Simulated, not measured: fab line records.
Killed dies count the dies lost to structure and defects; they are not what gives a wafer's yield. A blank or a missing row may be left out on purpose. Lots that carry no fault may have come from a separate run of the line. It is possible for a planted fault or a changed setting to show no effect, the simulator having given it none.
fab line records	flow n5_finfet
record: lots: 7	wafers: 39
route steps=1938 shown FIN_CUT@169 DUMMY_GATE@237 SD_EPI_P@321 SD_ACTIVATION@330 MOL_CONTACT_COAG@608
start_h: hours from the record's opening day to when the first of the lot's shown wafers began	wait_h: how many hours have passed since the lot's step before this one	" the same as in the row above	L1.1+2: a row that stands for several wafers	- either no value or no given start	* or withheld: withheld	< > ~ a bound
route shown NAME@n: a module of which the file shows steps, and the number in the route of the first	usual: mean/standard deviation taken from wafers without a fault	same: alike in all rows	chamber/n: place in a boat	sites: each site's reading	_std_site: standard deviation of those values	_edge_site: inner sites' mean taken away from outer sites' mean	radius_mm: for every site, how far away it sits from the centre of the wafer	mask NAME#n: copy n	behind: tool/chamber where the wafer was last shaped	hold: what put the lot on hold/how long, in hours/how the hold closed	device: which transistor (n, p or np) failed to switch	end of line: the tests these same wafers got at the end of their route	for a step that has no rows: nothing shown but its recipe	killed: not the wafer's yield, but the dies lost to structure and defects at the first sort	map: shows each die of a wafer: x if killed, . if not, _ if none is there
set.NAME: setting as actually run; set.NAME@STEP: the setting as run at that earlier step	model.NAME: the simulator's own value behind a step, which no gauge read
lots where settings were altered on purpose, with a table for each step and a row for each wafer
== steps ==
step: N5_FIN_CUT_ETCH_21
recipe: chemistry: N2/H2	target: SOC	target_depth_a: 2190	overetch_a: 438	mask_material: SiARC	temp_c: 40	ion_energy_ev: 100	bias_w: 61	time_s: 523.5	pressure_mtorr: 30	source_w: 850	n2_flow_sccm: 200	h2_flow_sccm: 200
usual: rf_vpp_V: 240.8/1.1
lot.wafer	tool	chamber	start_h	wait_h	set.bias_w	rf_vpp_V	model.SiARC_of_FIN_CUT_COAT_19.thk_nm
L074.1	rie_diel-02	3	26.70	0.0	57.48	230.7	12.2
L074.2	"	1	"	"	61	238.8	11.8
L074.3	"	0	"	"	61	239.2	12
L074.4	"	2	"	"	61	243.1	11.6
L074.5	"	0	"	"	57.48	230.7	12.2
L074.6	"	3	"	"	57.48	231.4	12.2
L077.1	rie_diel-02	2	45.33	0.0	61	242.1	11.8
L077.2	"	0	"	"	61	240.4	12
L077.3	"	1	"	"	61	240.5	11.8
L077.4	"	3	"	"	61	240.9	12
L077.5	"	1	"	"	61	240.8	11.8
L077.6	"	0	"	"	61	238.9	12
L079.3	rie_diel-02	2	55.97	0.0	61	241.3	11.8
L079.4	"	0	"	"	61	242.1	11.8
L079.5	"	1	"	"	61	239.9	11.8
L080.1	rie_diel-05	2	63.62	0.0	61	242.2	12
L080.2	"	1	"	"	61	240.2	12.4
L080.3	"	0	"	"	61	241.7	11.8
L080.4	"	3	"	"	61	239.4	11.8
L080.5	"	0	"	"	61	241.8	11.8
L080.6	"	3	"	"	61	240.2	11.8
L086.1	rie_diel-02	1	100.99	0.0	69.81	261.3	11
L086.2	"	3	"	"	61	241.0	12
L086.3	"	0	"	"	69.81	262.8	11.2
L086.4	"	2	"	"	69.81	263.9	11
L086.5	"	2	"	"	61	241.8	11.8
L086.6	"	3	"	"	61	239.6	12
L094.1	rie_diel-02	0	147.40	0.0	61	240.1	12
L094.2	"	2	"	"	52.46	219.5	12.6
L094.3	"	1	"	"	52.46	218.3	12.6
L094.4	"	2	"	"	61	240.3	12
L094.5	"	0	"	"	61	239.4	12
L094.6	"	1	"	"	52.46	218.1	12.6
L096.1	rie_diel-05	0	159.64	0.0	61	241.0	11.8
L096.2	"	3	"	"	61	237.3	11.8
L096.3	"	1	"	"	56.68	230.8	12.6
L096.4	"	2	"	"	56.68	230.7	12.4
L096.5	"	3	"	"	61	239.3	11.8
L096.6	"	0	"	"	56.68	231.0	12.2
step: N5_DUMMY_GATE_ETCH_37
recipe: chemistry: N2/H2	target: SOC	target_depth_a: 600	overetch_a: 300	temp_c: 40	ion_energy_ev: 200	pressure_mtorr: 30	source_w: 840	bias_w: 150	n2_flow_sccm: 200	h2_flow_sccm: 200
usual: rf_vpp_V: 523.8/2.1
lot.wafer	tool	chamber	start_h	wait_h	set.source_w	rf_vpp_V
L074.1	rie_diel-02	2	45.91	0.0	840	526.2
L074.2	"	3	"	"	840	524.3
L074.3	"	0	"	"	840	521.6
L074.4	"	1	"	"	840	520.6
L074.5	"	1	"	"	840	522.5
L074.6	"	2	"	"	840	526.7
L077.1	rie_diel-04	2	64.74	0.0	777.4	536.4
L077.2	"	3	"	"	840	523.5
L077.3	"	0	"	"	840	520.3
L077.4	"	0	"	"	840	521.8
L077.5	"	2	"	"	777.4	539.1
L077.6	"	3	"	"	777.4	538.4
L079.3	rie_diel-04	0	74.47	0.0	840	521.2
L079.4	"	0	"	"	840	520.6
L079.5	"	2	"	"	840	524.4
L080.1	rie_diel-05	3	82.89	0.0	750.2	541.8
L080.2	"	0	"	"	840	524.5
L080.3	"	2	"	"	750.2	545.8
L080.4	"	2	"	"	840	528.0
L080.5	"	3	"	"	750.2	541.1
L080.6	"	0	"	"	840	525.0
L086.1	rie_diel-05	1	120.41	0.0	840	525.6
L086.2	"	3	"	"	840	522.0
L086.3	"	0	"	"	840	525.5
L086.4	"	2	"	"	840	526.9
L086.5	"	2	"	"	840	527.2
L086.6	"	3	"	"	840	521.8
L094.1	rie_diel-05	1	166.48	0.0	840	526.3
L094.2	"	2	"	"	840	527.7
L094.3	"	0	"	"	840	524.0
L094.4	"	3	"	"	758.5	540.4
L094.5	"	0	"	"	758.5	541.9
L094.6	"	1	"	"	758.5	543.2
L096.1	rie_diel-05	0	178.73	0.0	840	524.2
L096.2	"	1	"	"	840	526.0
L096.3	"	3	"	"	840	523.0
L096.4	"	2	"	"	840	527.5
L096.5	"	1	"	"	840	525.4
L096.6	"	2	"	"	840	527.6
step: N5_DUMMY_GATE_ETCH_32
recipe: chemistry: CF4	target: SiO2	target_depth_a: 35	time_s: 3.9	ion_energy_ev: 350	pressure_mtorr: 10	icp_w: 800	bias_w: 400	cf4_flow_sccm: 80
lot.wafer	tool	chamber	start_h	wait_h	set.time_s	model.etch.depth_nm
L074.1	rie_si-04	2	46.72	0.1	4.52	4.008
L074.2	"	1	"	"	3.9	3.597
L074.3	"	0	"	"	3.9	3.48
L074.4	"	3	"	"	4.52	4.078
L074.5	"	1	"	"	3.9	3.584
L074.6	"	0	"	"	4.52	4.082
L077.1	rie_si-05	2	65.48	0.1	3.9	3.418
L077.2	"	0	"	"	3.235	2.958
L077.3	"	3	"	"	3.235	2.988
L077.4	"	1	"	"	3.9	3.464
L077.5	"	0	"	"	3.235	2.985
L077.6	"	3	"	"	3.9	3.619
L079.3	rie_si-04	0	75.03	0.1	3.9	3.522
L079.4	"	3	"	"	3.9	3.482
L079.5	"	1	"	"	3.9	3.552
L080.1	rie_si-05	0	83.72	0.1	3.9	3.472
L080.2	"	1	"	"	4.533	3.959
L080.3	"	3	"	"	4.533	4.104
L080.4	"	2	"	"	4.533	3.928
L080.5	"	0	"	"	3.9	3.505
L080.6	"	3	"	"	3.9	3.548
L086.1	rie_si-04	0	120.93	0.1	3.632	3.236
L086.2	"	3	"	"	3.9	3.489
L086.3	"	1	"	"	3.9	3.515
L086.4	"	2	"	"	3.9	3.416
L086.5	"	3	"	"	3.632	3.224
L086.6	"	2	"	"	3.632	3.163
L094.1	rie_si-05	2	167.00	0.1	4.137	3.648
L094.2	"	1	"	"	4.137	3.696
L094.3	"	0	"	"	3.9	3.548
L094.4	"	3	"	"	4.137	3.815
L094.5	"	1	"	"	3.9	3.468
L094.6	"	2	"	"	3.9	3.491
L096.1	rie_si-04	1	179.37	0.1	3.9	3.608
L096.2	"	0	"	"	3.51	3.166
L096.3	"	2	"	"	3.9	3.426
L096.4	"	3	"	"	3.9	3.573
L096.5	"	3	"	"	3.51	3.217
L096.6	"	2	"	"	3.51	3.094
step: N5_SD_EPI_P_EPI_21
recipe: material: SiGe:B	dopant: B	temp_c: 550	pressure_torr: 20	ambient: H2	time_s: 355
lot.wafer	tool	chamber	start_h	wait_h	set.temp_c	model.SiGe-B_of_SD_EPI_P_EPI_21.thk_nm
L074.1+3+5	epi_rpcvd-02	0	53.92	0.1	550	61
L074.2	"	0	"	"	550	61.4
L074.4	"	0	"	"	550	60.6
L074.6	"	0	"	"	550	61.6
L077.1	epi_rpcvd-04	0	73.51	0.1	547.1	57
L077.2	"	0	"	"	547.1	57.2
L077.3	"	0	"	"	550	60.8
L077.4	"	0	"	"	550	60.6
L077.5	"	0	"	"	547.1	56.8
L077.6	"	0	"	"	550	61.8
L079.3	epi_rpcvd-04	0	83.57	1.1	550	60
L079.4	"	0	"	"	550	60.6
L079.5	"	0	"	"	550	60.4
L080.1	epi_rpcvd-04	0	91.79	0.2	552.1	64
L080.2	"	0	"	"	552.1	62.8
L080.3	"	0	"	"	550	60.4
L080.4	"	0	"	"	550	59.8
L080.5	"	0	"	"	550	58.8
L080.6	"	0	"	"	552.1	63
L086.1	epi_rpcvd-02	0	129.20	0.1	545.8	54.6
L086.2	"	0	"	"	545.8	55.4
L086.3	"	0	"	"	545.8	55.2
L086.4	"	0	"	"	550	60.2
L086.5	"	0	"	"	550	60.4
L086.6	"	0	"	"	550	60.8
L094.1	epi_rpcvd-04	0	174.72	0.2	546	56.2
L094.2	"	0	"	"	550	60.6
L094.3	"	0	"	"	550	61.2
L094.4	"	0	"	"	546	56
L094.5	"	0	"	"	550	61.6
L094.6	"	0	"	"	546	55.8
L096.1	epi_rpcvd-04	0	187.87	0.2	550	60.4
L096.2+4	"	0	"	"	550	60.6
L096.3+6	"	0	"	"	548.9	59.2
L096.5	"	0	"	"	548.9	59.8
step: N5_SD_EPI_P_EPI_MEAS_23
recipe: mode: xrd
usual: thk_nm: 60.7/1.1
lot.wafer	tool	chamber	start_h	wait_h	set.temp_c@SD_EPI_P_EPI_21	thk_nm
L074.1	film_metro-02	-	56.12	1.8	550	62.1
L074.2	"	-	"	"	550	62.3
L074.3	"	-	"	"	550	61.5
L074.4	"	-	"	"	550	60.8
L074.5	"	-	"	"	550	62.2
L074.6	"	-	"	"	550	62.5
L077.1	film_metro-01	-	75.71	1.8	547.1	56.0
L077.2	"	-	"	"	547.1	55.9
L077.3	"	-	"	"	550	60.7
L077.4	"	-	"	"	550	61.0
L077.5	"	-	"	"	547.1	56.2
L077.6	"	-	"	"	550	60.2
L079.3	film_metro-01	-	85.53	1.5	550	59.5
L079.4	"	-	"	"	550	59.2
L079.5	"	-	"	"	550	61.1
L080.1	film_metro-01	-	94.71	2.4	552.1	64.2
L080.2	"	-	"	"	552.1	62.9
L080.3	"	-	"	"	550	60.2
L080.4	"	-	"	"	550	59.4
L080.5	"	-	"	"	550	58.6
L080.6	"	-	"	"	552.1	62.5
L086.1	film_metro-01	-	131.39	1.8	545.8	54.5
L086.2	"	-	"	"	545.8	53.4
L086.3	"	-	"	"	545.8	55.6
L086.4	"	-	"	"	550	60.3
L086.5	"	-	"	"	550	58.7
L086.6	"	-	"	"	550	62.1
L094.1	film_metro-02	-	177.66	2.5	546	56.0
L094.2	"	-	"	"	550	61.0
L094.3	"	-	"	"	550	59.8
L094.4	"	-	"	"	546	55.6
L094.5	"	-	"	"	550	61.8
L094.6	"	-	"	"	546	57.7
L096.1	film_metro-01	-	190.79	2.4	550	59.6
L096.2	"	-	"	"	550	61.5
L096.3	"	-	"	"	548.9	59.6
L096.4	"	-	"	"	550	59.0
L096.5	"	-	"	"	548.9	59.6
L096.6	"	-	"	"	548.9	58.4
step: N5_SD_EPI_P_HM_STRIP_48
recipe: chemistry: H3PO4	temp_c: 160	material: SiNx	target: SiNx	target_depth_a: 30	overetch_fraction: 0.3
step: N5_SD_EPI_P_SRD_49
recipe: dry: ipa_marangoni	time_s: 30	temp_c: 23	rinse_liquid: diw
step: N5_SD_EPI_P_PRECLEAN_24
recipe: chemistry: O3/DIW	time_s: 45	temp_c: 22	o3_ppm: 10
lot.wafer	tool	chamber	start_h	wait_h	set.temp_c@SD_EPI_P_EPI_21	model.SiGe-B_of_SD_EPI_P_EPI_21.thk_nm
L074.1	wet_bench-04	4	56.23	0.0	550	60.4
L074.2	"	1	"	"	550	61
L074.3+5	"	0,5	"	"	550	60.6
L074.4	"	7	"	"	550	60.2
L074.6	"	6	"	"	550	61.2
L077.1	wet_bench-01	2	75.82	0.0	547.1	56.6
L077.2	"	5	"	"	547.1	56.8
L077.3	"	4	"	"	550	60.4
L077.4	"	3	"	"	550	60.2
L077.5	"	6	"	"	547.1	56.4
L077.6	"	1	"	"	550	61.4
L079.3	wet_bench-01	5	85.64	0.0	550	59.6
L079.4	"	4	"	"	550	60
L079.5	"	2	"	"	550	59.8
L080.1	wet_bench-02	0	94.82	0.0	552.1	63.6
L080.2	"	1	"	"	552.1	62.2
L080.3	"	7	"	"	550	60
L080.4	"	6	"	"	550	59.2
L080.5	"	4	"	"	550	58.4
L080.6	"	5	"	"	552.1	62.6
L086.1	wet_bench-04	6	131.57	0.0	545.8	54.2
L086.2+3	"	3,4	"	"	545.8	54.8
L086.4	"	1	"	"	550	59.8
L086.5	"	2	"	"	550	60
L086.6	"	5	"	"	550	60.2
L094.1	wet_bench-04	3	177.83	0.0	546	55.8
L094.2	"	1	"	"	550	60
L094.3	"	2	"	"	550	60.8
L094.4	"	0	"	"	546	55.6
L094.5	"	4	"	"	550	61.2
L094.6	"	5	"	"	546	55.4
L096.1	wet_bench-02	4	190.89	0.0	550	59.8
L096.2+4	"	0,6	"	"	550	60.2
L096.3	"	7	"	"	548.9	58.8
L096.5	"	5	"	"	548.9	59.4
L096.6	"	1	"	"	548.9	58.6
step: N5_SD_EPI_P_PRECLEAN_32
recipe: chemistry: dHF	time_s: 10	dilution: 500:1	temp_c: 25
step: N5_SD_EPI_P_PRECLEAN_33
recipe: chemistry: SC2	time_s: 45	temp_c: 35	mix: 1:1:50
step: N5_SD_ACTIVATION_RTA_00
recipe: temp_c: 975	time_s: 0	ambient: N2	idle_temp_c: 600	ramp_up_c_per_s: 150	ramp_down_c_per_s: 60	cool_to_c: 600
step: N5_SD_ACTIVATION_LSA_01
recipe: temp_c: 1080	time_s: 0.0008	ambient: N2
step: N5_SD_ACTIVATION_RS_MEAS_03
recipe: thk_meas_gauge: four-point-probe
usual: RS_SD_N: 21.9/0.31	RS_SD_P: 56.4/0.91
lot.wafer	tool	chamber	start_h	wait_h	set.temp_c@SD_EPI_P_EPI_21	RS_SD_N[ohm/sq]	RS_SD_P[ohm/sq]
L074.1	film_metro-01	-	56.73	0.2	550	21.6	56.7
L074.2	"	-	"	"	550	22.2	55.6
L074.3	"	-	"	"	550	22.2	56.0
L074.4	"	-	"	"	550	21.8	56.4
L074.5	"	-	"	"	550	22.3	56.6
L074.6	"	-	"	"	550	21.9	55.5
L077.1	film_metro-01	-	76.43	0.2	547.1	21.8	60.0
L077.2	"	-	"	"	547.1	21.3	59.7
L077.3	"	-	"	"	550	21.3	55.5
L077.4	"	-	"	"	550	21.6	55.4
L077.5	"	-	"	"	547.1	21.5	59.9
L077.6	"	-	"	"	550	21.4	54.6
L079.3	film_metro-02	-	86.31	0.2	550	22.0	57.1
L079.4	"	-	"	"	550	21.9	56.3
L079.5	"	-	"	"	550	21.3	56.6
L080.1	film_metro-01	-	95.34	0.2	552.1	21.6	53.8
L080.2	"	-	"	"	552.1	22.3	54.7
L080.3	"	-	"	"	550	22.0	57.2
L080.4	"	-	"	"	550	21.6	57.4
L080.5	"	-	"	"	550	21.7	58.6
L080.6	"	-	"	"	552.1	22.0	54.5
L086.1	film_metro-01	-	132.29	0.2	545.8	21.9	63.7
L086.2	"	-	"	"	545.8	22.1	63.3
L086.3	"	-	"	"	545.8	22.1	62.6
L086.4	"	-	"	"	550	21.6	57.5
L086.5	"	-	"	"	550	22.3	56.5
L086.6	"	-	"	"	550	21.8	56.6
L094.1	film_metro-02	-	178.57	0.2	546	21.9	60.8
L094.2	"	-	"	"	550	22.0	55.8
L094.3	"	-	"	"	550	21.5	54.7
L094.4	"	-	"	"	546	21.9	60.3
L094.5	"	-	"	"	550	22.0	54.7
L094.6	"	-	"	"	546	22.1	61.2
L096.1	film_metro-02	-	191.39	0.2	550	21.8	55.6
L096.2	"	-	"	"	550	21.5	55.4
L096.3	"	-	"	"	548.9	21.7	57.5
L096.4	"	-	"	"	550	21.8	56.4
L096.5	"	-	"	"	548.9	21.7	57.3
L096.6	"	-	"	"	548.9	21.6	57.8
step: N5_MOL_CONTACT_COAG_ALD_133
recipe: material: SiO2	target_thk_a: 50	temp_c: 100	ald_precursor_family: BDEAS	ald_co_reactant: O2-plasma	pulse_time_s: 1	co_reactant_pulse_time_s: 1	purge_time_s: 2	co_reactant_purge_time_s: 2	ald_cycles: 35	pressure_torr: 2
lot.wafer	tool	chamber	start_h	wait_h	set.ald_cycles	model.SiO2_of_MOL_CONTACT_COAG_ALD_133.thk_nm
L074.1+4+5	ald_sin-01	0,2,0	97.39	0.3	35	5
L074.2+3+6	"	3,1,1	"	"	33	4.8
L077.1+3+4	ald_sin-01	3,1,0	117.26	0.1	35	5
L077.2+5+6	"	2,1,0	"	"	41	5.8
L079.3+4+5	ald_sin-04	2,1,3	125.40	0.2	35	5
L080.1+2+3	ald_sin-01	3,0,2	138.60	0.1	35	5
L080.4+5+6	"	3,2,0	"	"	39	5.6
L086.1+4+6	ald_sin-04	1,0,1	172.91	0.1	33	4.8
L086.2+3+5	"	2,3,0	"	"	35	5
L094.1+2+3+4+5+6	ald_sin-03	3,0,2,1,0,1	224.07	0.4	35	5
L096.1+2+3+4+5+6	ald_sin-03	2,1,0,3,2,1	231.90	0.1	35	5
step: N5_MOL_CONTACT_COAG_ETCH_67
recipe: chemistry: N2/H2	target: SOC	target_depth_a: 600	overetch_a: 210	mask_material: SiARC	temp_c: 40	time_s: 101.2	ion_energy_ev: 200	pressure_mtorr: 30	source_w: 840	bias_w: 150	n2_flow_sccm: 200	h2_flow_sccm: 200
usual: rf_vpp_V: 524.3/2.6
lot.wafer	tool	chamber	start_h	wait_h	set.source_w	rf_vpp_V
L074.1	rie_diel-06	0	97.83	0.0	736.6	549.2
L074.2	"	3	"	"	736.6	545.1
L074.3	"	2	"	"	736.6	544.2
L074.4	"	1	"	"	840	524.7
L074.5	"	0	"	"	840	527.7
L074.6	"	3	"	"	840	522.1
L077.1	rie_diel-06	2	117.48	0.0	840	521.6
L077.2	"	3	"	"	840	521.6
L077.3	"	0	"	"	779.4	538.4
L077.4	"	1	"	"	840	524.4
L077.5	"	3	"	"	779.4	536.4
L077.6	"	2	"	"	779.4	535.6
L079.3	rie_diel-01	2	125.62	0.0	840	526.4
L079.4	"	1	"	"	840	524.1
L079.5	"	0	"	"	840	524.2
L080.1	rie_diel-03	1	138.82	0.0	840	522.1
L080.2	"	2	"	"	904.9	508.3
L080.3	"	0	"	"	840	525.1
L080.4	"	3	"	"	840	524.3
L080.5	"	0	"	"	904.9	513.0
L080.6	"	1	"	"	904.9	508.6
L086.1	rie_diel-01	1	173.13	0.0	840	521.7
L086.2	"	2	"	"	726.8	552.8
L086.3	"	3	"	"	840	527.7
L086.4	"	0	"	"	726.8	548.5
L086.5	"	1	"	"	840	522.8
L086.6	"	0	"	"	726.8	548.4
L094.1	rie_diel-06	2	224.29	0.0	840	520.7
L094.2	"	1	"	"	967.9	499.8
L094.3	"	3	"	"	967.9	498.1
L094.4	"	0	"	"	840	527.3
L094.5	"	3	"	"	840	522.6
L094.6	"	0	"	"	967.9	502.0
L096.1	rie_diel-01	2	232.36	0.0	840	526.4
L096.2	"	0	"	"	679.3	560.1
L096.3	"	3	"	"	679.3	564.7
L096.4	"	1	"	"	679.3	561.9
L096.5	"	2	"	"	840	526.9
L096.6	"	3	"	"	840	527.5
step: N5_MOL_CONTACT_COAG_CVD_140
recipe: material: W	target_thk_a: 665	mode: selective_fill	temp_c: 300	time_s: 215
lot.wafer	tool	chamber	start_h	wait_h	set.target_thk_a	model.W_of_MOL_CONTACT_COAG_CVD_140.thk_nm
L074.1	cvd_w-02	1	98.43	0.1	699.8	68.8
L074.2	"	0	"	"	699.8	69.4
L074.3	"	1	"	"	665	65.6
L074.4+6	"	0,1	"	"	665	65.2
L074.5	"	0	"	"	699.8	68.2
L077.1	cvd_w-02	0	118.08	0.1	735.1	72.6
L077.2	"	1	"	"	665	66.6
L077.3	"	0	"	"	665	65.4
L077.4	"	1	"	"	665	66.2
L077.5	"	0	"	"	735.1	73
L077.6	"	1	"	"	735.1	73.4
L079.3	cvd_w-01	1	126.30	0.1	665	66.4
L079.4	"	0	"	"	665	65.8
L079.5	"	0	"	"	665	65.2
L080.1	cvd_w-01	1	139.43	0.1	665	67.2
L080.2	"	0	"	"	585.1	57.6
L080.3+6	"	0,1	"	"	665	66.6
L080.4	"	1	"	"	585.1	59.6
L080.5	"	0	"	"	585.1	57.4
L086.1	cvd_w-02	0	173.73	0.1	665	65.6
L086.2	"	1	"	"	665	66.2
L086.3	"	1	"	"	592.6	60
L086.4	"	0	"	"	665	66
L086.5	"	0	"	"	592.6	58.8
L086.6	"	1	"	"	592.6	59.6
L094.1	cvd_w-02	0	224.89	0.1	665	66.2
L094.2+3	"	1	"	"	665	67.4
L094.4	"	0	"	"	665	66
L094.5+6	"	1,0	"	"	665	66.4
L096.1	cvd_w-02	1	232.98	0.1	617.4	61.8
L096.2	"	0	"	"	617.4	60.8
L096.3	"	1	"	"	617.4	62.2
L096.4	"	0	"	"	665	65.8
L096.5	"	1	"	"	665	67.4
L096.6	"	0	"	"	665	64.8
== key ==
split: step: N5_FIN_CUT_ETCH_21	setting: bias_w	stated: 61	by: wafer
response: step: N5_FIN_CUT_ETCH_21	reading: rf_vpp_V	change: +1.49	per: 1%	r: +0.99
response: step: N5_FIN_CUT_ETCH_21	reading: model.SiARC_of_FIN_CUT_COAT_19.thk_nm	change: -0.0563	per: 1%	r: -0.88
split: step: N5_DUMMY_GATE_ETCH_37	setting: source_w	stated: 840	by: wafer
response: step: N5_DUMMY_GATE_ETCH_37	reading: rf_vpp_V	change: -1.73	per: 1%	r: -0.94
split: step: N5_DUMMY_GATE_ETCH_32	setting: time_s	stated: 3.9	by: wafer
response: step: N5_DUMMY_GATE_ETCH_32	reading: model.etch.depth_nm	change: +0.032	per: 1%	r: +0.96
split: step: N5_SD_EPI_P_EPI_21	setting: temp_c	stated: 550	by: wafer
response: step: N5_SD_EPI_P_EPI_21	reading: model.SiGe-B_of_SD_EPI_P_EPI_21.thk_nm	change: +7.36	per: 1%	r: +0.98
response: step: N5_SD_EPI_P_EPI_MEAS_23	reading: thk_nm	change: *	per: 1%	r: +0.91
response: step: N5_SD_EPI_P_PRECLEAN_24	reading: model.SiGe-B_of_SD_EPI_P_EPI_21.thk_nm	change: +7.33	per: 1%	r: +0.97
response: step: N5_SD_ACTIVATION_RS_MEAS_03	reading: RS_SD_P	change: -8.36	per: 1%	r: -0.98
split: step: N5_MOL_CONTACT_COAG_ALD_133	setting: ald_cycles	stated: 35	by: wafer
response: step: N5_MOL_CONTACT_COAG_ALD_133	reading: model.SiO2_of_MOL_CONTACT_COAG_ALD_133.thk_nm	change: +0.0467	per: 1%	r: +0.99
split: step: N5_MOL_CONTACT_COAG_ETCH_67	setting: source_w	stated: 840	by: wafer
response: step: N5_MOL_CONTACT_COAG_ETCH_67	reading: rf_vpp_V	change: -1.78	per: 1%	r: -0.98
split: step: N5_MOL_CONTACT_COAG_CVD_140	setting: target_thk_a	stated: 665	by: wafer
response: step: N5_MOL_CONTACT_COAG_CVD_140	reading: model.W_of_MOL_CONTACT_COAG_CVD_140.thk_nm	change: +0.655	per: 1%	r: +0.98
